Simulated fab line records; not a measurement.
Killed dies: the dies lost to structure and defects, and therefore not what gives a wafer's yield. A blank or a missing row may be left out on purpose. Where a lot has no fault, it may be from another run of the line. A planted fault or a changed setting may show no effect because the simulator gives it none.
Matching of chambers :: flow n5 finfet :: 4 sister chambers for N5_ILD0_CMP_12 on cmp-03
The step polishes SiNx, stops on poly-Si, t overpolish 6 s, target thk 17.67 nm. 8 wafers are shown with their chamber, then 8 later ones without.

## WAFERS WITH THEIR CHAMBER
wafer: L075.2
chamber: 0
motor current A (A): 9.8
time to endpoint s (s): 27

wafer: L079.5
chamber: 0
motor current A (A): 9.7
time to endpoint s (s): 23

wafer: L079.6
chamber: 1
motor current A (A): 7.7
time to endpoint s (s): 25

wafer: L084.3
chamber: 1
motor current A (A): 7.5
time to endpoint s (s): 27

wafer: L088.1
chamber: 2
motor current A (A): 11.0
time to endpoint s (s): 29

wafer: L088.4
chamber: 3
motor current A (A): 9.0
time to endpoint s (s): 31

wafer: L088.5
chamber: 3
motor current A (A): 9.7
time to endpoint s (s): 30

wafer: L089.1
chamber: 2
motor current A (A): 11.0
time to endpoint s (s): 28

## WAFERS WITHOUT THEIR CHAMBER
wafer: L089.4
motor current A (A): 9.2
time to endpoint s (s): 29

wafer: L089.6
motor current A (A): 9.7
time to endpoint s (s): 32

wafer: L091.2
motor current A (A): 7.4
time to endpoint s (s): 31

wafer: L091.3
motor current A (A): 9.6
time to endpoint s (s): 26

wafer: L091.5
motor current A (A): 9.6
time to endpoint s (s): 31

wafer: L092.1
motor current A (A): 7.9
time to endpoint s (s): 28

wafer: L092.2
motor current A (A): 9.3
time to endpoint s (s): 32

wafer: L092.5
motor current A (A): 7.9
time to endpoint s (s): 29

## CHAMBER TAKEN BY EACH
wafer: L089.4
from the rows above: 3
in truth: 3

wafer: L089.6
from the rows above: 3
in truth: 3

wafer: L091.2
from the rows above: 1
in truth: 1

wafer: L091.3
from the rows above: 0
in truth: 0

wafer: L091.5
from the rows above: 3
in truth: 3

wafer: L092.1
from the rows above: 1
in truth: 1

wafer: L092.2
from the rows above: 3
in truth: 3

wafer: L092.5
from the rows above: 1
in truth: 1
8 of 8 placed correctly. Left unplaced by these rows: 0. Wrongly placed: 0.
How it was worked out, from the rows above alone: a wafer's distance from a chamber is the root of the sum, over the readings, of the square of ((its reading less the chamber's mean) divided by the reading's scatter). The wafer belongs to the nearest chamber; if the next one is less than 2 further off, it can't be placed. The mean given for a chamber averages the wafers shown for that chamber. The scatter is the square root of a quotient: the sum, over the shown wafers, of each reading's squared deviation from its chamber's mean, divided by wafers minus chambers.
